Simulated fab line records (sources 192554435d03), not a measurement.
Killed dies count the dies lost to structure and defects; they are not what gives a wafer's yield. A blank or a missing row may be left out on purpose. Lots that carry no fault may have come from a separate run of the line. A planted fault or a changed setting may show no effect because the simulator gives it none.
fab line records | flow n5-finfet
[record] lots = 11 wafers = 31 last-day = 18
route steps=1938 shown BEOL_M9@1437
lots untouched by any fault: they come from a run of this same line in which no faults occurred
start-h: start of the lot's first displayed wafer, in hours after the record's first day | wait-h: time in hours since the lot's previous step | " as in the row above | L1.1+2: one row covering several wafers at once | - either no value or no given start | * or withheld: withheld | < > ~ a bound
route shown NAME@n: names a module that has steps shown in the file, with the first one's number in the route | usual: mean and standard deviation over wafers with no fault | same: alike in all rows | chamber/n: place in a boat | sites: the reading at each site | _std_site: the standard deviation of these | _edge_site: outer sites' mean less inner sites' | radius-mm: for every site, how far away it sits from the centre of the wafer | mask NAME#n: copy n | behind: the tool/chamber that last shaped the wafer | hold: why the lot went on hold/how many hours it stayed there/how the hold came to an end | device: which transistor (n, p or np) failed to switch | end of line: the tests these same wafers got at the end of their route | a step without rows: its recipe alone | killed: dies that structure and defects cost at the first sort, which is not the same as the wafer's yield | map: a wafer's dies, marking killed ones x, the rest . and places with no die _
set.NAME: the setting as run; set.NAME@STEP: as run at that earlier step | model.NAME: the simulator's own value behind a step, which no gauge read
the route's steps for a sample of lots (tables are steps, rows are wafers)
services: when a tool's chamber went out of use (start-h, in hours from the record's first day, below 0 if earlier), for how many hours, and the reason
[[steps]]
[step N5_BEOL_M9_DESCUM_33]
[recipe] chemistry = O2 time-s = 7 source-power-w = 50 bias-power-w = 20 pressure-mtorr = 20 rf-frequency-hz = 2.712e+07 temp-c = 40 resist = CAR-EUV o2-flow-sccm = 225
[usual] drypump-motor-current-A = 5.6/0.55 oes-product-au = 0.78/0.082 rf-vpp-V = 242.9/1.3 showerhead-plenum-p-Torr = 2.08/0.062 throttle-valve-pct = 20.43/0.26
// columns lot.wafer tool chamber start-h wait-h drypump-motor-current-A oes-product-au rf-hours-counter-h rf-vpp-V showerhead-plenum-p-Torr throttle-valve-pct
L236.1 rie-diel-06 1 209.59 0.0 5.1 0.72 222 242.7 2.08 20.50
L236.3 " 3 " " 5.7 0.79 112 244.3 2.19 20.34
L236.5 " 1 " " 5.1 0.70 - 243.1 2.08 20.48
L238.2 rie-diel-06 1 227.63 0.4 5.1 0.71 227 243.6 2.07 20.49
L238.3 " 0 " " 6.3 0.75 181 240.7 1.99 20.60
L238.6 " 1 " " 5.1 0.71 - 241.8 2.07 20.51
L239.2 rie-diel-01 0 230.83 0.0 5.2 0.74 166 243.3 2.09 20.76
L239.6 " 2 " " 6.0 0.78 - 244.6 2.09 20.30
L240.1 rie-diel-06 1 240.56 0.0 5.0 0.71 231 242.9 2.07 20.49
L240.5 " 1 " " 5.0 0.71 - 243.9 2.07 20.51
L247.1 rie-diel-03 0 302.64 0.1 6.5 0.91 32 243.8 2.15 20.10
L247.3 " 2 " " 6.6 0.91 17 241.6 2.06 20.38
L247.4 " 1 " " 5.7 0.85 61 244.1 2.13 20.26
L249.1 rie-diel-01 2 303.87 0.0 6.0 0.76 123 243.9 2.08 20.33
L249.3 " 3 " " 5.9 0.72 224 242.1 2.00 20.76
L249.4 " 1 " " 4.8 0.68 230 245.5 2.14 20.38
L250.2 rie-diel-03 0 315.88 0.0 6.5 0.91 37 243.4 2.14 20.13
L250.4 " 0 " " 6.5 0.90 - 243.7 2.14 20.13
L250.5 " 1 " " 5.7 0.85 - 242.4 2.13 20.28
L251.1 rie-diel-06 3 323.63 0.3 5.7 0.76 146 245.1 2.18 20.38
L251.3 " 2 " " 5.0 0.84 76 242.9 2.03 20.02
L251.5 " 0 " " 6.2 0.72 - 241.2 1.98 20.65
L252.3 rie-diel-01 0 323.76 0.4 5.2 0.73 189 241.1 2.08 20.79
L252.5 " 1 " " 4.8 0.68 - 242.9 2.13 20.38
L252.6 " 2 " " 6.0 0.76 - 244.7 2.08 20.33
L256.1 rie-diel-06 1 345.47 0.2 5.1 0.97 3 242.7 2.06 20.15
L256.3 " 3 " " 5.7 0.75 154 243.5 2.18 20.40
L256.6 " 1 " " 5.1 0.97 - 242.5 2.06 20.15
L258.1 rie-diel-01 1 361.13 0.0 4.9 0.67 249 243.2 2.13 20.39
L258.3 " 2 " " 6.0 0.75 142 242.4 2.08 20.36
L258.6 " 3 " " 5.9 0.70 - 243.1 2.00 20.77
[step N5_BEOL_M9_ETCH_65]
[recipe] chemistry = CF4 target = SiARC target-depth-a = 156 mask-material = CAR-EUV time-s = 26 ion-energy-ev = 80 pressure-mtorr = 40 source-w = 545 bias-w = 36 Ar_flow_sccm = 100 cf4-flow-sccm = 100 ends = cleared
[usual] drypump-motor-current-A = 5.6/0.55 etch-rf-on-time-s = 26.0/0.66 oes-product-au = 0.66/0.067 rf-vpp-V = 183.9/1.1 showerhead-plenum-p-Torr = 2.13/0.063 throttle-valve-pct = 15.61/0.27
// columns lot.wafer tool chamber start-h wait-h drypump-motor-current-A etch-rf-on-time-s oes-product-au rf-hours-counter-h rf-vpp-V showerhead-plenum-p-Torr throttle-valve-pct
L236.1 rie-diel-06 1 209.64 0.0 5.1 26.7 0.61 222 184.3 2.12 15.71
L236.3 " 3 " " 5.7 26.2 0.68 112 185.6 2.24 15.56
L236.5 " 1 " " 5.1 26.5 0.61 - 183.5 2.12 15.71
L238.2 rie-diel-06 1 227.69 0.0 5.1 26.2 0.61 227 182.4 2.12 15.72
L238.3 " 0 " " 6.2 26.5 0.63 181 183.1 2.05 15.83
L238.6 " 1 " " 5.0 26.4 0.61 - 183.9 2.12 15.71
L239.2 rie-diel-01 0 230.88 0.0 5.2 24.9 0.65 166 183.4 2.15 15.95
L239.6 " 2 " " 6.0 25.1 0.68 - 182.5 2.18 15.68
L240.1 rie-diel-06 1 240.61 0.0 5.1 26.1 0.61 231 183.3 2.11 15.74
L240.5 " 1 " " 5.1 25.8 0.61 - 183.6 2.11 15.75
L247.1 rie-diel-03 0 302.69 0.0 6.5 25.9 0.77 32 183.2 2.17 15.13
L247.3 " 2 " " 6.6 25.3 0.77 17 184.2 2.11 15.50
L247.4 " 1 " " 5.7 26.6 0.71 61 183.6 2.17 15.39
L249.1 rie-diel-01 2 303.92 0.0 6.0 25.1 0.66 123 182.9 2.17 15.72
L249.3 " 3 " " 5.9 26.9 0.61 224 184.5 2.03 15.77
L249.4 " 1 " " 4.8 25.9 0.59 230 183.8 2.19 15.70
L250.2 rie-diel-03 0 315.94 0.0 6.5 25.9 0.77 37 184.6 2.17 15.14
L250.4 " 0 " " 6.5 25.8 0.77 - 183.4 2.17 15.14
L250.5 " 1 " " 5.7 26.6 0.72 - 183.1 2.16 15.39
L251.1 rie-diel-06 3 323.68 0.0 5.7 26.4 0.65 146 183.9 2.22 15.62
L251.3 " 2 " " 5.0 25.9 0.71 76 183.9 2.08 15.15
L251.5 " 0 " " 6.2 26.9 0.61 - 183.9 2.04 15.89
L252.3 rie-diel-01 0 323.81 0.0 5.2 24.8 0.64 189 184.7 2.14 15.99
L252.5 " 1 " " 4.8 25.8 0.58 - 186.4 2.19 15.70
L252.6 " 2 " " 6.0 24.7 0.67 - 183.5 2.17 15.76
L256.1 rie-diel-06 1 345.52 0.0 5.0 25.4 0.83 3 183.4 2.11 15.28
L256.3 " 3 " " 5.7 26.3 0.64 154 185.4 2.22 15.67
L256.6 " 1 " " 5.1 25.3 0.84 - 183.6 2.11 15.28
L258.1 rie-diel-01 1 361.18 0.0 4.8 26.2 0.57 249 183.7 2.19 15.74
L258.3 " 2 " " 6.0 25.1 0.65 142 184.0 2.16 15.78
L258.6 " 3 " " 5.9 27.4 0.59 - 183.4 2.03 15.80
[step N5_BEOL_M9_PRE_CLEAN_45]
[recipe] gas = H2/He time-s = 30 temp-c = 250
[usual] heater-power-w = 330/34
// columns lot.wafer tool chamber start-h wait-h heater-power-w
L236.1 pvd-sputter-02 - 211.89 0.0 388
L236.3 " - " " 324
L236.5 " - " " 390
L238.2 pvd-sputter-02 - 228.65 0.0 327
L238.3 " - " " 324
L238.6 " - " " 390
L239.2 pvd-sputter-01 - 233.08 0.0 279
L239.6 " - " " 280
L240.1 pvd-sputter-03 - 241.75 0.0 367
L240.5 " - " " 314
L247.1 pvd-sputter-01 - 304.04 0.0 279
L247.3 " - " " 280
L247.4 " - " " 343
L249.1 pvd-sputter-03 - 305.97 0.0 365
L249.3 " - " " 308
L249.4 " - " " 354
L250.2 pvd-sputter-02 - 317.01 0.0 318
L250.4 " - " " 325
L250.5 " - " " 328
L251.1 pvd-sputter-03 - 324.96 0.0 368
L251.3 " - " " 298
L251.5 " - " " 306
L252.3 pvd-sputter-01 - 325.12 0.0 347
L252.5 " - " " 351
L252.6 " - " " 347
L256.1 pvd-sputter-02 - 346.50 0.0 318
L256.3 " - " " 395
L256.6 " - " " 331
L258.1 pvd-sputter-02 - 362.64 0.0 328
L258.3 " - " " 321
L258.6 " - " " 328
[step N5_BEOL_M9_ALD_74]
[recipe] material = TaN target-thk-a = 20 temp-c = 275 ald-precursor-family = PDMAT ald-co-reactant = NH3 pressure-torr = 3 carrier-flow-sccm = 1500 pulse-time-s = 2 purge-time-s = 3 co-reactant-purge-time-s = 2 co-reactant-pulse-time-s = 3 ald-cycles = 40 precursor-vessel-temp-c = 75 precursor-vessel-pressure-torr = 26.25 precursor-vessel-carrier-sccm = 1000
[usual] ald-cycles = 40/0 chamber-pressure-Torr = 3.001/0.0066 heater-power-w = 416/29
[same] co-reactant-pulse-time-s = 3 purge-time-s = 3
// columns lot.wafer tool chamber start-h wait-h ald-cycles chamber-pressure-Torr heater-power-w since-wet-clean-h
L236.1 ald-metal-04 0 211.99 0.1 40 3.000 403 6029
L236.3 " 1 " " 40 2.999 450 6029
L236.5 " 3 " " 40 3.007 378 -
L238.2 ald-metal-02 3 228.72 0.0 64 3.000 407 2969
L238.3 " 2 " " 40 2.998 407 2969
L238.6 " 3 " " 40 2.995 419 -
L239.2 ald-metal-02 3 233.16 0.1 64 2.994 410 2973
L239.6 " 2 " " 40 2.994 411 -
L240.1 ald-metal-02 3 242.03 0.3 64 2.994 406 2982
L240.5 " 1 " " 40 2.990 440 -
L247.1 ald-metal-03 1 304.10 0.0 40 3.005 445 1505
L247.3 " 0 " " 40 3.009 364 -
L247.4 " 1 " " 40 3.013 435 -
L249.1 ald-metal-03 0 306.03 0.0 40 3.006 354 1507
L249.3 " 0 " " 40 3.011 358 -
L249.4 " 1 " " 40 2.994 446 -
L250.2 ald-metal-04 0 317.07 0.0 40 2.996 398 6134
L250.4 " 2 " " 40 2.988 439 6134
L250.5 " 3 " " 40 3.011 379 -
L251.1 ald-metal-02 3 325.02 0.0 40 2.991 410 3065
L251.3 " 0 " " 40 2.999 431 3065
L251.5 " 3 " " 40 3.008 419 -
L252.3 ald-metal-04 3 325.25 0.1 40 3.002 382 6142
L252.5 " 3 " " 40 3.005 374 -
L252.6 " 2 " " 40 2.995 430 -
L256.1 ald-metal-02 0 346.56 0.0 40 3.002 424 3086
L256.3 " 1 " " 40 3.010 428 3086
L256.6 " 0 " " 40 2.997 419 -
L258.1 ald-metal-03 0 362.70 0.0 40 3.002 362 1564
L258.3 " 1 " " 40 2.989 437 1564
L258.6 " 2 " " 40 3.004 443 -
[[services]]
// columns tool chamber start-h hours kind
rie-diel-06 0 213.00 3.4 repair
rie-diel-03 2 217.30 - clean
rie-diel-03 2 217.30 - consumable-replace:focus-ring
rie-diel-03 2 217.30 20.1 scheduled-down
rie-diel-03 2 217.30 20.1 vent-cycle
rie-diel-01 1 226.18 3.6 repair
rie-diel-01 0 241.59 12.8 repair
ald-metal-03 - 255.20 1.3 repair
ald-metal-04 1 258.48 25.7 repair
ald-metal-03 - 264.74 14.6 pm
rie-diel-03 2 266.47 4.2 repair
rie-diel-06 1 290.13 8.6 repair
ald-metal-03 3 291.52 22.4 repair
rie-diel-01 - 294.76 1.2 repair
ald-metal-03 2 300.02 10.2 repair
rie-diel-03 3 303.82 - clean
rie-diel-06 1 312.47 - clean
rie-diel-06 1 312.47 - consumable-replace:focus-ring
rie-diel-06 1 312.47 21.9 scheduled-down
rie-diel-06 1 312.47 21.9 vent-cycle
pvd-sputter-01 - 336.32 11.7 repair
ald-metal-04 - 337.25 14.0 pm
pvd-sputter-02 - 357.05 3.6 repair
rie-diel-03 - 357.61 13.2 repair
[[key]]
[first-sign] step = N5_BEOL_M9_ALD_74 reading = ald-cycles direction = up sigmas = 99+ usual = * struck = *
effect none on later readings
met-at N5_BEOL_M9_ALD_74
struck-lots L238,L239,L240
struck-wafers L238.2,L239.2,L240.1
not-acting-at N5_BEOL_M9_DESCUM_33,N5_BEOL_M9_ETCH_65,N5_BEOL_M9_PRE_CLEAN_45
[fault] kind = process-parameter-drift tool = ald-metal-02 chamber = - onset-h = 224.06 steps = N5_BEOL_M9_ALD_74 channel = ald-cycles offset = * shape = step end-h = 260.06 scope = struck-wafers-only acts-in = * stated = *
